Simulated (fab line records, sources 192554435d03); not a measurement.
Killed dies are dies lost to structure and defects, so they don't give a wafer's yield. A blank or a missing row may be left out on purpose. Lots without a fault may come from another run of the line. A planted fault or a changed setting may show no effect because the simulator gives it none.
fab line records | flow n5_finfet
record lots=5 wafers=15 last_day=19
route steps=1938 shown BEOL_M1@833 BEOL_M2@841
lots that met no fault: from a run of the same line without faults
start_h: hours from the record's first day to the start of the lot's first wafer shown | wait_h: hours since the lot's step before | " the same as in the row above | L1.1+2: a row that stands for several wafers | - no value, or no start given | * or withheld: withheld | < > ~ a bound
route shown NAME@n: a module of which the file shows steps, and the number in the route of the first | usual: mean/standard deviation of fault-free wafers | same: alike in all rows | chamber/n: place in a boat | sites: the reading at each site | _std_site: their standard deviation | _edge_site: outer sites' mean less inner sites' | radius_mm: how far each site lies from the wafer's centre | mask NAME#n: copy n | behind: the tool/chamber that last shaped the wafer | hold: why the lot was held/for how many hours/how that ended | device: the transistor (n, p or np) that didn't switch | end of line: the same wafers' tests at the end of the route | a step without rows: its recipe alone | killed: dies lost to structure and defects at the first sort, not the wafer's yield | map: a wafer's dies, x killed, . not, _ none there
set.NAME: the setting as run; set.NAME@STEP: as run at that earlier step | model.NAME: the simulator's own value behind a step, which no gauge read
lots at some steps of the route; a table a step, a row a wafer
services: from which hour (start_h, from the record's first day; less than 0 if before it) a tool's chamber was out of use, for how many hours, and why
## steps
# step N5_BEOL_M1_CMP_52
# recipe stop_on=SiOC t_overpolish_s=6.8 down_force_psi=1 platen_rpm=50 clearing_platen_down_force_psi=1.5 clearing_platen_rpm=50 post_cmp_clean=cu_alkaline target_thk_nm=40 clearing_platen_pad_velocity_m_s=0.99484 pad_velocity_m_s=0.99484
# usual barrier_field_endpoint_s=25.1/0.55 clearing_platen_down_force_psi=1.5001/0.0029 edge_zone_pressure_frac=1.000/0.0044 motor_current_A=6.2/0.48 overpolish_run_s=6.801/0.0085 pad_life_wafers=1161/510 time_to_endpoint_s=63.9/2.6
# columns lot.wafer tool chamber start_h wait_h barrier_field_endpoint_s clearing_platen_down_force_psi edge_zone_pressure_frac motor_current_A overpolish_run_s pad_life_wafers time_to_endpoint_s
L075.1 cmp-04 3 147.89 0.3 25.0 1.4969 1.005 7.0 6.800 187 61.4
L075.3 " 1 " " 25.1 1.4991 1.000 6.1 6.797 189 61.7
L075.5 " 3 " " 25.4 1.5016 1.003 6.3 6.804 - 63.6
L083.4 cmp-03 0 188.97 0.2 24.9 1.4960 0.997 5.9 6.791 2023 64.1
L083.2 " 2 " " 25.6 1.4981 1.004 7.3 6.787 2025 63.2
L083.6 " 3 " " 25.1 1.5040 1.003 5.8 6.802 - 62.7
L084.1 cmp-03 3 191.40 0.3 24.0 1.5002 1.003 5.9 6.796 2035 64.2
L084.3 " 0 " " 25.1 1.4990 1.000 5.9 6.803 2036 62.1
L084.5 " 3 " " 25.4 1.4982 1.004 5.7 6.805 - 64.7
L091.1 cmp-01 1 248.82 0.3 25.1 1.5013 0.997 6.3 6.807 1728 64.1
L091.3 " 3 " " 25.8 1.5047 0.998 6.7 6.811 1730 69.0
L091.4 " 0 " " 26.0 1.4977 1.000 5.8 6.807 1731 67.6
L096.2 cmp-03 2 272.65 0.3 23.7 1.4938 1.003 6.9 6.807 620 61.3
L096.6 " 0 " " 23.7 1.4976 0.996 5.9 6.791 - 60.6
L096.5 " 1 " " 24.8 1.4980 1.004 5.4 6.801 - 64.4
# step N5_BEOL_M1_THK_MEAS_53
# recipe thk_meas_gauge=xrf reads=Cu_of_BEOL_M1_ECD_50
# usual M1_THK=40.8/1.3
# columns lot.wafer tool chamber start_h wait_h M1_THK[nm]
L075.1 film_metro-01 - 148.15 - 41.0
L075.3 " - " " 39.6
L075.5 " - " " 41.8
L083.2 film_metro-01 - 189.22 - 40.6
L083.4 " - " " 42.5
L083.6 " - " " 42.8
L084.1 film_metro-02 - 191.66 - 38.9
L084.3 " - " " 40.5
L084.5 " - " " 41.8
L091.1 film_metro-01 - 249.11 - 38.9
L091.3 " - " " 41.8
L091.4 " - " " 42.5
L096.2 film_metro-02 - 272.87 - 40.2
L096.5 " - " " 42.9
L096.6 " - " " 41.4
# step N5_BEOL_M1_PRE_CLEAN_60
# recipe gas=NH3/H2 time_s=15 temp_c=* rf_power_w=300
# usual heater_power_w=83/16
# columns lot.wafer tool chamber start_h wait_h heater_power_w
L075.1 cvd_co-01 2 148.18 0.0 57
L075.3 " 0 " " 88
L075.5 " 0 " " 89
L083.2 cvd_co-01 2 189.26 0.0 58
L083.4 " 1 " " 93
L083.6 " 0 " " 88
L084.1 cvd_co-01 1 191.70 0.0 91
L084.3 " 2 " " 57
L084.5 " 2 " " 57
L091.1 cvd_co-02 1 249.15 0.0 99
L091.3 " 2 " " 97
L091.4 " 2 " " 97
L096.2 cvd_co-02 1 272.91 0.0 100
L096.5 " 0 " " 65
L096.6 " 1 " " 98
# step N5_BEOL_M1_CO_CAP_55
# recipe material=Co target_thk_a=20 temp_c=200 precursor=CCTBA/H2 pressure_torr=30 time_s=102.1
# usual chamber_pressure_Torr=30.00/0.056 heater_power_w=233/20
# columns lot.wafer tool chamber start_h wait_h chamber_pressure_Torr heater_power_w
L075.1 cvd_co-01 2 148.22 0.0 30.00 195
L075.3 " 0 " " 29.95 236
L075.5 " 0 " " 29.98 239
L083.2 cvd_co-01 2 189.30 0.0 30.06 206
L083.4 " 1 " " 30.04 247
L083.6 " 0 " " 30.02 238
L084.1 cvd_co-01 1 191.74 0.0 30.09 249
L084.3 " 2 " " 30.05 204
L084.5 " 2 " " 29.98 201
L091.1 cvd_co-02 1 249.19 0.0 29.88 250
L091.3 " 2 " " 29.88 247
L091.4 " 2 " " 29.97 246
L096.2 cvd_co-02 1 272.95 0.0 29.97 258
L096.5 " 0 " " 30.01 209
L096.6 " 1 " " 29.97 260
# step N5_BEOL_M1_PRE_CLEAN_56
# recipe gas=NH3 time_s=15 temp_c=withheld rf_power_w=300
# columns lot.wafer tool chamber start_h wait_h
L075.1+3+5 pecvd-02 0,1,0 148.32 0.1
L083.2+4+6 pecvd-02 0,1,0 189.39 0.1
L084.1+3+5 pecvd-02 2,1,1 191.83 0.1
L091.1+3+4 pecvd-03 0,1,1 249.29 0.1
L096.2+5+6 pecvd-03 1,0,2 273.04 0.1
# step N5_BEOL_M1_DEP_57
# recipe material=SiCN target_thk_a=80 temp_c=withheld precursor=3MS/NH3 pressure_torr=3 rf_w=202 time_s=14
# usual chamber_pressure_Torr=3.000/0.0061 showerhead_plenum_p_Torr=3.667/0.011 showerhead_vpp_V=901/36 throttle_valve_pct=9.2/0.35
# columns lot.wafer tool chamber start_h wait_h chamber_pressure_Torr showerhead_plenum_p_Torr showerhead_vpp_V throttle_valve_pct
L075.1 pecvd-02 0 148.34 0.0 2.998 3.659 953 8.8
L075.3 " 1 " " 3.015 3.671 845 9.2
L075.5 " 0 " " 2.993 3.662 972 9.1
L083.2 pecvd-02 0 189.42 0.0 3.003 3.663 949 9.1
L083.4 " 1 " " 2.996 3.673 851 8.8
L083.6 " 0 " " 3.006 3.663 972 8.8
L084.1 pecvd-02 2 191.85 0.0 2.997 3.674 869 9.0
L084.3 " 1 " " 3.002 3.663 867 8.5
L084.5 " 1 " " 3.002 3.672 868 8.8
L091.1 pecvd-03 0 249.32 0.0 2.987 3.664 919 9.1
L091.3 " 1 " " 3.000 3.641 909 9.2
L091.4 " 1 " " 3.001 3.656 936 9.2
L096.2 pecvd-03 1 273.07 0.0 2.997 3.653 917 9.3
L096.5 " 0 " " 3.011 3.678 908 9.5
L096.6 " 2 " " 2.995 3.666 877 8.9
# step N5_BEOL_M1_RS_MEAS_58
# recipe thk_meas_gauge=four-point-probe reads=Co_of_BEOL_M1_CO_CAP_55+Cu_of_BEOL_M1_ECD_50+Co_of_BEOL_M1_CVD_47+TaN_of_BEOL_M1_ALD_84
# usual M1_RS=0.657/0.028
# columns lot.wafer tool chamber start_h wait_h M1_RS[ohm/sq]
L075.1 film_metro-02 - 148.41 0.0 0.645
L075.3 " - " " 0.672
L075.5 " - " " 0.630
L083.2 film_metro-01 - 189.49 0.1 0.666
L083.4 " - " " 0.627
L083.6 " - " " 0.622
L084.1 film_metro-02 - 191.92 0.0 0.686
L084.3 " - " " 0.660
L084.5 " - " " 0.631
L091.1 film_metro-02 - 249.38 0.0 0.701
L091.3 " - " " 0.639
L091.4 " - " " 0.624
L096.2 film_metro-01 - 273.13 0.1 0.667
L096.5 " - " " 0.615
L096.6 " - " " 0.645
# step N5_BEOL_M1_INSPECT_59
# recipe inspect_instrument=darkfield mode=post_dep
# usual raw_defect_count=65/22
# columns lot.wafer tool chamber start_h wait_h raw_defect_count
L075.1 defect_inspect-01 - 148.43 0.0 63
L075.3 " - " " 56
L075.5 " - " " 61
L083.2 defect_inspect-01 - 189.51 0.0 61
L083.4 " - " " 47
L083.6 " - " " 56
L084.1 defect_inspect-01 - 191.95 0.0 74
L084.3 " - " " 53
L084.5 " - " " 57
L091.1 defect_inspect-02 - 249.41 0.0 93
L091.3 " - " " 75
L091.4 " - " " 100
L096.2 defect_inspect-01 - 273.16 0.0 79
L096.5 " - " " 78
L096.6 " - " " 55
# step N5_BEOL_M2_ILD_DEP_00
# recipe material=SiOC target_thk_a=790 temp_c=350 precursor=DEMS/O2 pressure_torr=5 rf_w=500 time_s=15.3
# usual chamber_pressure_Torr=5.001/0.011 heater_power_w=510/99 showerhead_plenum_p_Torr=5.698/0.019 showerhead_vpp_V=1433/71 throttle_valve_pct=12.3/0.51
# columns lot.wafer tool chamber start_h wait_h chamber_pressure_Torr heater_power_w showerhead_plenum_p_Torr showerhead_vpp_V throttle_valve_pct
L075.1 pecvd-04 2 148.47 0.0 4.994 451 5.681 1556 11.3
L075.3 " 0 " " 5.003 628 5.710 1279 11.7
L075.5 " 0 " " 5.005 638 5.703 1306 11.7
L083.2 pecvd-01 0 189.55 0.0 5.019 553 5.726 1387 12.2
L083.4 " 1 " " 4.987 364 5.682 1443 13.5
L083.6 " 0 " " 5.000 536 5.723 1381 12.4
L084.1 pecvd-01 1 191.98 0.0 5.003 404 5.703 1468 13.3
L084.3 " 0 " " 4.994 613 5.706 1373 12.2
L084.5 " 1 " " 4.992 401 5.705 1446 13.1
L091.1 pecvd-01 2 249.45 0.0 5.017 616 5.715 1478 12.6
L091.3 " 0 " " 5.020 605 5.709 1399 12.3
L091.4 " 1 " " 5.014 457 5.678 1435 13.2
L096.2 pecvd-04 1 273.20 0.0 4.981 382 5.678 1516 11.9
L096.5 " 1 " " 4.982 385 5.689 1503 12.2
L096.6 " 2 " " 4.984 404 5.678 1539 11.8
# step N5_BEOL_M2_THK_MEAS_01
# recipe reads=SiOC_of_BEOL_M2_ILD_DEP_00
# usual M2_ILD_THK=78.7/0.99
# columns lot.wafer tool chamber start_h wait_h M2_ILD_THK[nm]
L075.1 film_metro-01 - 148.54 0.0 78.6
L075.3 " - " " 78.3
L075.5 " - " " 80.0
L083.2 film_metro-01 - 189.63 0.1 78.9
L083.4 " - " " 80.0
L083.6 " - " " 79.9
L084.1 film_metro-02 - 192.05 0.0 79.0
L084.3 " - " " 79.3
L084.5 " - " " 80.0
L091.1 film_metro-02 - 249.51 0.0 78.9
L091.3 " - " " 78.2
L091.4 " - " " 80.1
L096.2 film_metro-01 - 273.26 0.1 78.5
L096.5 " - " " 79.8
L096.6 " - " " 79.1
# step N5_BEOL_M2_PECVD_72
# recipe material=SiO2 target_thk_a=160 temp_c=400 precursor=TEOS/O2 pressure_torr=5.5 rf_w=450 teos_flow_sccm=53.8 gas=O2 flow_sccm=3000 time_s=18
# usual chamber_pressure_Torr=5.499/0.011 heater_power_w=725/130 showerhead_plenum_p_Torr=8.78/0.072 showerhead_vpp_V=1363/75 throttle_valve_pct=22.8/0.85
# columns lot.wafer tool chamber start_h wait_h chamber_pressure_Torr heater_power_w showerhead_plenum_p_Torr showerhead_vpp_V throttle_valve_pct
L075.1 pecvd-03 1 148.58 0.0 5.492 639 8.74 1370 22.9
L075.3 " 0 " " 5.485 707 8.83 1360 23.0
L075.5 " 1 " " 5.475 657 8.73 1377 23.1
L083.2 pecvd-04 1 189.67 0.0 5.512 567 8.73 1426 22.4
L083.4 " 2 " " 5.522 634 8.71 1477 21.4
L083.6 " 0 " " 5.509 776 8.78 1232 21.9
L084.1 pecvd-01 1 192.09 0.0 5.501 690 8.78 1333 24.8
L084.3 " 0 " " 5.479 751 8.84 1323 23.4
L084.5 " 2 " " 5.479 1038 8.93 1381 23.5
L091.1 pecvd-03 1 249.55 0.0 5.489 787 8.75 1372 23.1
L091.3 " 2 " " 5.499 653 8.74 1318 22.0
L091.4 " 1 " " 5.482 784 8.73 1390 23.1
L096.2 pecvd-04 1 273.30 0.0 5.500 593 8.71 1451 22.9
L096.5 " 1 " " 5.494 579 8.72 1424 23.3
L096.6 " 2 " " 5.479 654 8.72 1471 21.8
# step N5_BEOL_M2_HM_DEP_02
# recipe material=TiN target_thk_a=200 temp_c=25 chamber_pressure_pa=0.49996
# usual substrate_temp_c=25.01/0.12 throttle_valve_pct=30.3/1.1
# columns lot.wafer tool chamber start_h wait_h substrate_temp_c throttle_valve_pct
L075.1 pvd_sputter-02 - 149.14 0.5 25.07 30.2
L075.3 " - " " 24.98 29.6
L075.5 " - " " 25.09 29.5
L083.2 pvd_sputter-03 - 191.65 2.0 25.17 30.0
L083.4 " - " " 24.88 31.6
L083.6 " - " " 25.19 29.6
L084.1 pvd_sputter-03 - 192.57 0.5 25.03 31.7
L084.3 " - " " 25.08 29.2
L084.5 " - " " 24.93 29.4
L091.1 pvd_sputter-02 - 250.05 0.5 25.06 30.1
L091.3 " - " " 25.04 29.4
L091.4 " - " " 25.07 28.7
L096.2 pvd_sputter-02 - 274.35 1.0 24.91 29.0
L096.5 " - " " 25.04 30.0
L096.6 " - " " 25.08 30.1
# step N5_BEOL_M2_COAT_61
# recipe resist=SOC temp_c=250 time_s=60 spin_rpm=1500 resist_thk_nm=60
# columns lot.wafer tool chamber start_h wait_h
L075.1+3+5 litho_track-01 0 149.26 0.1
L083.2+4+6 litho_track-05 0 191.78 0.1
L084.1+3+5 litho_track-05 0 192.70 0.1
L091.1+3+4 litho_track-03 0 250.18 0.1
L096.2+5+6 litho_track-05 0 274.47 0.1
# step N5_BEOL_M2_COAT_62
# recipe resist=SiARC temp_c=220 time_s=60 spin_rpm=1500 resist_thk_nm=12
# columns lot.wafer tool chamber start_h wait_h
L075.1+3+5 litho_track-01 0 - -
L083.2+4+6 litho_track-05 0 - -
L084.1+3+5 litho_track-05 0 - -
L091.1+3+4 litho_track-03 0 - -
L096.2+5+6 litho_track-05 0 - -
# step N5_BEOL_M2_COAT_73
# recipe resist=underlayer temp_c=205 time_s=60 spin_rpm=1500 resist_thk_nm=5
# columns lot.wafer tool chamber start_h wait_h
L075.1+3+5 litho_track-01 0 - -
L083.2+4+6 litho_track-05 0 - -
L084.1+3+5 litho_track-05 0 - -
L091.1+3+4 litho_track-03 0 - -
L096.2+5+6 litho_track-05 0 - -
# step N5_BEOL_M2_COAT_05
# recipe resist=CAR-EUV spin_rpm=1500 resist_thk_nm=30
# columns lot.wafer tool chamber start_h wait_h
L075.1+3+5 litho_track-01 0 - -
L083.2+4+6 litho_track-05 0 - -
L084.1+3+5 litho_track-05 0 - -
L091.1+3+4 litho_track-03 0 - -
L096.2+5+6 litho_track-05 0 - -
# step N5_BEOL_M2_EBR_07
# recipe solvent=PGMEA ebr_width_mm=1.5
# columns lot.wafer tool chamber start_h wait_h
L075.1+3+5 litho_track-01 0 - -
L083.2+4+6 litho_track-05 0 - -
L084.1+3+5 litho_track-05 0 - -
L091.1+3+4 litho_track-03 0 - -
L096.2+5+6 litho_track-05 0 - -
# step N5_BEOL_M2_SOFTBAKE_06
# recipe temp_c=110 time_s=60 resist=CAR-EUV
# columns lot.wafer tool chamber start_h wait_h
L075.1+3+5 litho_track-01 0 - -
L083.2+4+6 litho_track-05 0 - -
L084.1+3+5 litho_track-05 0 - -
L091.1+3+4 litho_track-03 0 - -
L096.2+5+6 litho_track-05 0 - -
# step N5_BEOL_M2_EXPOSE_08
# recipe mask_id=M2 na=0.33 source_shape=dipole sigma_inner=0.369 sigma_outer=0.767 polarization=unpolarized dose_mj=41.25
# same dipole_opening_deg=79.7 sigma_outer=0.767
# columns lot.wafer tool chamber start_h wait_h mask
L075.1+3+5 euv_scanner-01 0 149.52 - M2#0
L083.2+4+6 euv_scanner-02 0 191.92 - M2#0
L084.1+3+5 euv_scanner-02 0 192.85 - M2#0
L091.1+3+4 euv_scanner-01 0 250.44 - M2#0
L096.2+5+6 euv_scanner-01 0 274.62 - M2#0
# step N5_BEOL_M2_PEB_09
# recipe peb_temp_c=100 peb_time_s=60 resist=CAR-EUV
# columns lot.wafer tool chamber start_h wait_h
L075.1+3+5 litho_track-03 0 149.59 0.1
L083.2+4+6 litho_track-03 0 191.98 0.1
L084.1+3+5 litho_track-03 0 192.91 0.1
L091.1+3+4 litho_track-01 0 250.50 0.1
L096.2+5+6 litho_track-03 0 274.68 0.1
# step N5_BEOL_M2_DEVELOP_10
# recipe develop_time_s=30 developer=TMAH resist=CAR-EUV rinse_liquid=surfactant_rinse dry=air_spin dev_temp_c=23
# columns lot.wafer tool chamber start_h wait_h
L075.1+3+5 litho_track-03 0 - -
L083.2+4+6 litho_track-03 0 - -
L084.1+3+5 litho_track-03 0 - -
L091.1+3+4 litho_track-01 0 - -
L096.2+5+6 litho_track-03 0 - -
# step N5_BEOL_M2_CD_MEAS_11
# recipe target_cd_nm=16.79 landing_energy_ev=500 detector=se_inlens polarity=opening
# usual cd_nm=16.83/0.23
# columns lot.wafer tool chamber start_h wait_h cd_nm
L075.1 cd_sem-03 0 149.66 - 17.01
L075.3 " 0 " " 16.72
L075.5 " 0 " " 16.83
L083.2 cd_sem-03 0 192.05 - 16.82
L083.4 " 0 " " 16.79
L083.6 " 0 " " 16.88
L084.1 cd_sem-02 0 192.98 - 16.94
L084.3 " 0 " " 16.92
L084.5 " 0 " " 17.09
L091.1 cd_sem-03 0 250.57 - 16.64
L091.3 " 0 " " 16.64
L091.4 " 0 " " 16.61
L096.2 cd_sem-01 0 274.75 - 16.68
L096.5 " 0 " " 17.22
L096.6 " 0 " " 16.42
# step N5_BEOL_M2_OVL_MEAS_12
# recipe points_per_wafer=522
# usual M2_OVL=0.1/0.67
# columns lot.wafer tool chamber start_h wait_h M2_OVL[nm]
L075.1 overlay-01 0 149.69 0.0 -0.1
L075.3 " 0 " " 0.8
L075.5 " 0 " " -0.2
L083.2 overlay-02 0 192.08 0.0 0.1
L083.4 " 0 " " -0.3
L083.6 " 0 " " -1.0
L084.1 overlay-02 0 193.04 0.1 -0.5
L084.3 " 0 " " -0.3
L084.5 " 0 " " -1.2
L091.1 overlay-02 0 250.60 0.0 0.0
L091.3 " 0 " " -0.3
L091.4 " 0 " " -0.9
L096.2 overlay-02 0 274.78 0.0 0.4
L096.5 " 0 " " 0.8
L096.6 " 0 " " 0.5
# step N5_BEOL_M2_INSPECT_13
# recipe mode=adi inspect_instrument=brightfield
# usual raw_defect_count=380/100
# columns lot.wafer tool chamber start_h wait_h raw_defect_count
L075.1 defect_inspect-01 - 149.74 0.1 373
L075.3 " - " " 329
L075.5 " - " " 370
L083.2 defect_inspect-01 - 192.14 0.0 241
L083.4 " - " " 281
L083.6 " - " " 263
L084.1 defect_inspect-02 - 193.11 0.1 420
L084.3 " - " " 369
L084.5 " - " " 336
L091.1 defect_inspect-01 - 250.66 0.1 338
L091.3 " - " " 251
L091.4 " - " " 421
L096.2 defect_inspect-02 - 274.83 0.0 514
L096.5 " - " " 412
L096.6 " - " " 418
# step N5_BEOL_M2_DESCUM_16
# recipe chemistry=O2 time_s=7 source_power_w=50 bias_power_w=20 pressure_mtorr=20 rf_frequency_hz=2.712e+07 temp_c=40 resist=CAR-EUV o2_flow_sccm=225
# usual drypump_motor_current_A=5.9/0.51 oes_product_au=0.80/0.083 rf_vpp_V=244.0/1.4 showerhead_plenum_p_Torr=2.14/0.068 throttle_valve_pct=20.43/0.16
# columns lot.wafer tool chamber start_h wait_h drypump_motor_current_A oes_product_au rf_hours_counter_h rf_vpp_V showerhead_plenum_p_Torr throttle_valve_pct
L075.1 rie_diel-02 0 149.89 0.1 6.2 0.74 172 245.5 2.17 20.42
L075.3 " 2 " " 6.1 0.70 239 241.9 1.97 20.73
L075.5 " 2 " " 6.1 0.70 - 240.7 1.97 20.73
L083.2 rie_diel-03 3 192.20 0.1 6.1 0.75 161 242.5 2.09 20.49
L083.4 " 0 " " 6.4 0.93 8 244.1 2.15 20.18
L083.6 " 1 " " 6.7 0.73 - 245.0 2.17 20.11
L084.1 rie_diel-05 3 193.39 0.3 6.4 0.72 192 244.7 2.16 20.61
L084.3 " 0 " " 5.7 0.74 135 245.1 2.18 20.54
L084.5 " 1 " " 4.9 0.88 - 242.2 2.05 20.32
L091.1 rie_diel-02 3 250.70 0.0 5.8 0.81 116 243.5 2.19 20.58
L091.3 " 1 " " 5.0 0.85 61 241.6 2.04 20.36
L091.4 " 0 " " 6.2 0.69 205 244.0 2.16 20.45
L096.2 rie_diel-05 2 274.87 0.0 5.9 0.94 3 242.2 2.15 20.01
L096.5 " 0 " " 5.7 0.72 - 244.6 2.17 20.57
L096.6 " 3 " " 6.4 0.69 - 243.8 2.15 20.65
# step N5_BEOL_M2_ETCH_74
# recipe chemistry=N2/H2 target=underlayer target_depth_a=65 mask_material=CAR-EUV time_s=5.2 ion_energy_ev=200 pressure_mtorr=30 source_w=840 bias_w=150 n2_flow_sccm=200 h2_flow_sccm=200 ends=cleared
# usual bias_w=149.9/0.45 drypump_motor_current_A=5.9/0.51 etch_rf_on_time_s=5.21/0.075 n2_flow_sccm=200.1/0.57 oes_product_au=0.68/0.067 rf_vpp_V=525.5/2.7 showerhead_plenum_p_Torr=2.60/0.086 throttle_valve_pct=17.86/0.21
# columns lot.wafer tool chamber start_h wait_h bias_w drypump_motor_current_A etch_rf_on_time_s n2_flow_sccm oes_product_au rf_hours_counter_h rf_vpp_V showerhead_plenum_p_Torr throttle_valve_pct
L075.1 rie_diel-02 0 149.92 0.0 150.0 6.2 5.24 201.4 0.62 172 528.7 2.64 17.81
L075.3 " 2 " " 149.8 6.0 5.22 201.6 0.60 239 517.1 2.40 18.15
L075.5 " 2 " " 149.8 6.0 5.25 200.5 0.59 - 520.0 2.40 18.15
L083.2 rie_diel-03 3 192.23 0.0 149.7 6.2 5.15 201.2 0.64 161 525.0 2.53 17.88
L083.4 " 0 " " 149.5 6.4 5.18 201.1 0.79 8 526.4 2.60 17.50
L083.6 " 1 " " 150.0 6.7 5.29 199.5 0.63 - 526.4 2.64 17.54
L084.1 rie_diel-05 3 193.42 0.0 149.8 6.4 5.19 200.3 0.61 192 526.5 2.62 17.96
L084.3 " 0 " " 149.6 5.7 5.15 200.1 0.64 135 526.1 2.67 18.12
L084.5 " 1 " " 149.7 4.9 5.15 200.5 0.74 - 522.2 2.47 17.51
L091.1 rie_diel-02 3 250.73 0.0 149.4 5.8 5.12 199.9 0.69 116 526.2 2.67 18.06
L091.3 " 1 " " 149.4 5.0 5.30 200.9 0.71 61 524.5 2.49 17.88
L091.4 " 0 " " 150.4 6.2 5.19 200.0 0.61 205 527.4 2.62 17.92
L096.2 rie_diel-05 2 274.90 0.0 151.0 5.9 5.08 201.5 0.80 3 525.5 2.60 17.32
L096.5 " 0 " " 150.3 5.7 5.14 199.9 0.61 - 528.0 2.66 18.15
L096.6 " 3 " " 150.1 6.4 5.22 200.8 0.59 - 526.1 2.61 18.00
# step N5_BEOL_M2_ETCH_63
# recipe chemistry=CF4 target=SiARC target_depth_a=156 mask_material=CAR-EUV time_s=26 ion_energy_ev=80 pressure_mtorr=40 source_w=545 bias_w=36 Ar_flow_sccm=100 cf4_flow_sccm=100 ends=cleared
# usual bias_w=36.00/0.12 drypump_motor_current_A=5.9/0.51 etch_rf_on_time_s=26.0/0.34 mfc_ar_sccm=100.0/0.31 oes_product_au=0.68/0.068 rf_vpp_V=184.6/1.1 showerhead_plenum_p_Torr=2.19/0.07 throttle_valve_pct=15.61/0.19
# columns lot.wafer tool chamber start_h wait_h bias_w drypump_motor_current_A etch_rf_on_time_s mfc_ar_sccm oes_product_au rf_hours_counter_h rf_vpp_V showerhead_plenum_p_Torr throttle_valve_pct
L075.1 rie_diel-02 0 149.94 0.0 36.00 6.2 25.9 100.3 0.62 172 184.7 2.23 15.66
L075.3 " 2 " " 36.17 6.1 25.8 99.9 0.60 240 182.7 2.03 15.98
L075.5 " 2 " " 36.24 6.1 26.0 99.9 0.59 - 182.5 2.03 15.95
L083.2 rie_diel-03 3 192.25 0.0 36.22 6.1 25.6 99.6 0.65 161 185.0 2.14 15.68
L083.4 " 0 " " 36.11 6.4 25.9 100.3 0.80 8 183.6 2.19 15.28
L083.6 " 1 " " 35.94 6.7 26.2 100.4 0.63 - 185.5 2.21 15.34
L084.1 rie_diel-05 3 193.44 0.0 35.95 6.4 25.5 100.1 0.63 192 185.0 2.21 15.84
L084.3 " 0 " " 36.14 5.7 25.7 99.7 0.64 135 185.8 2.23 15.75
L084.5 " 1 " " 36.07 4.9 25.8 100.1 0.75 - 182.9 2.09 15.36
L091.1 rie_diel-02 3 250.75 0.0 35.99 5.8 25.6 99.9 0.69 116 184.4 2.24 15.78
L091.3 " 1 " " 35.81 5.0 26.2 100.0 0.72 61 184.1 2.08 15.48
L091.4 " 0 " " 35.83 6.2 26.3 99.8 0.60 205 184.6 2.22 15.70
L096.2 rie_diel-05 2 274.92 0.0 35.91 6.0 25.4 99.8 0.81 3 185.2 2.19 15.09
L096.5 " 0 " " 36.06 5.6 25.6 100.2 0.62 - 185.9 2.22 15.80
L096.6 " 3 " " 35.78 6.4 26.1 100.3 0.60 - 185.1 2.20 15.91
# step N5_BEOL_M2_ETCH_64
# recipe chemistry=N2/H2 target=SOC target_depth_a=750 overetch_a=225 mask_material=SiARC temp_c=40 time_s=121.9 ion_energy_ev=200 pressure_mtorr=30 source_w=840 bias_w=150 n2_flow_sccm=200 h2_flow_sccm=200
# usual bias_w=150.0/0.46 drypump_motor_current_A=5.9/0.51 n2_flow_sccm=200.1/0.59 oes_product_au=0.61/0.06 rf_vpp_V=525.5/2.6 showerhead_plenum_p_Torr=2.60/0.086 throttle_valve_pct=17.81/0.21
# columns lot.wafer tool chamber start_h wait_h bias_w drypump_motor_current_A n2_flow_sccm oes_product_au rf_hours_counter_h rf_vpp_V showerhead_plenum_p_Torr throttle_valve_pct
L075.1 rie_diel-02 0 149.96 0.0 150.3 6.1 200.5 0.56 172 525.8 2.64 17.78
L075.3 " 2 " " 150.0 6.1 199.7 0.54 240 521.0 2.40 18.10
L075.5 " 2 " " 149.2 6.1 199.7 0.53 - 519.4 2.40 18.11
L083.2 rie_diel-03 3 192.28 0.0 149.4 6.2 200.2 0.58 161 523.7 2.53 17.85
L083.4 " 0 " " 150.1 6.4 199.9 0.71 8 525.9 2.60 17.49
L083.6 " 1 " " 150.2 6.7 200.2 0.56 - 527.6 2.64 17.48
L084.1 rie_diel-05 3 193.47 0.0 149.4 6.4 200.4 0.55 192 525.9 2.62 17.90
L084.3 " 0 " " 149.1 5.7 201.3 0.56 135 527.2 2.67 18.07
L084.5 " 1 " " 149.5 4.9 200.5 0.67 - 522.8 2.47 17.46
L091.1 rie_diel-02 3 250.77 0.0 150.4 5.8 199.9 0.61 116 526.0 2.66 18.04
L091.3 " 1 " " 149.5 5.0 199.3 0.64 61 522.2 2.49 17.84
L091.4 " 0 " " 149.8 6.2 199.3 0.54 205 526.1 2.62 17.86
L096.2 rie_diel-05 2 274.95 0.0 150.1 5.9 199.7 0.72 3 525.9 2.60 17.27
L096.5 " 0 " " 150.3 5.7 199.7 0.55 - 526.1 2.66 18.12
L096.6 " 3 " " 149.5 6.4 199.7 0.53 - 525.7 2.61 17.95
# step N5_BEOL_M2_STRIP_65
# recipe chemistry=N2/H2 temp_c=40 n2_flow_sccm=200 h2_flow_sccm=200 rf_frequency_hz=6e+07
# columns lot.wafer tool chamber start_h wait_h
L075.1+3+5 rie_diel-02 0,2,2 150.08 0.1
L083.2+4+6 rie_diel-03 3,0,1 192.39 0.1
L084.1+3+5 rie_diel-05 3,0,1 193.58 0.1
L091.1+3+4 rie_diel-02 3,1,0 250.89 0.1
L096.2+5+6 rie_diel-05 2,0,3 275.06 0.1
# step N5_BEOL_M2_STRIP_75
# recipe chemistry=N2/H2 temp_c=40 n2_flow_sccm=200 h2_flow_sccm=200 rf_frequency_hz=6e+07
# columns lot.wafer tool chamber start_h wait_h
L075.1+3+5 rie_diel-02 0,2,2 150.09 0.0
L083.2+4+6 rie_diel-03 3,0,1 192.40 0.0
L084.1+3+5 rie_diel-05 3,0,1 193.59 0.0
L091.1+3+4 rie_diel-02 3,1,0 250.90 0.0
L096.2+5+6 rie_diel-05 2,0,3 275.07 0.0
## services
# columns tool chamber start_h hours kind
rie_diel-02 3 127.94 2.0 repair
euv_scanner-01 - 129.49 0.4 repair
euv_scanner-01 - 130.49 1.0 pm
cmp-03 - 134.35 1.1 repair
pecvd-02 - 149.75 5.7 repair
cvd_co-02 2 152.24 1.8 repair
pecvd-03 - 154.73 0.5 repair
euv_scanner-01 - 160.47 1.1 repair
cmp-03 - 164.44 0.8 repair
euv_scanner-01 - 169.63 3.7 repair
cmp-03 - 177.97 0.9 repair
pecvd-03 2 179.72 4.0 repair
cvd_co-01 - 185.05 2.3 repair
pvd_sputter-02 - 186.11 7.3 repair
rie_diel-05 3 191.40 1.4 repair
pecvd-04 - 200.31 1.6 repair
pecvd-03 - 214.46 1.7 repair
rie_diel-03 1 222.81 2.7 repair
pecvd-03 - 225.74 3.7 repair
pecvd-01 0 227.89 4.0 repair
rie_diel-02 0 236.29 1.6 repair
rie_diel-05 2 248.47 1.5 repair
rie_diel-03 0 253.76 5.9 repair
pecvd-01 - 274.98 0.7 repair
## key
fault none
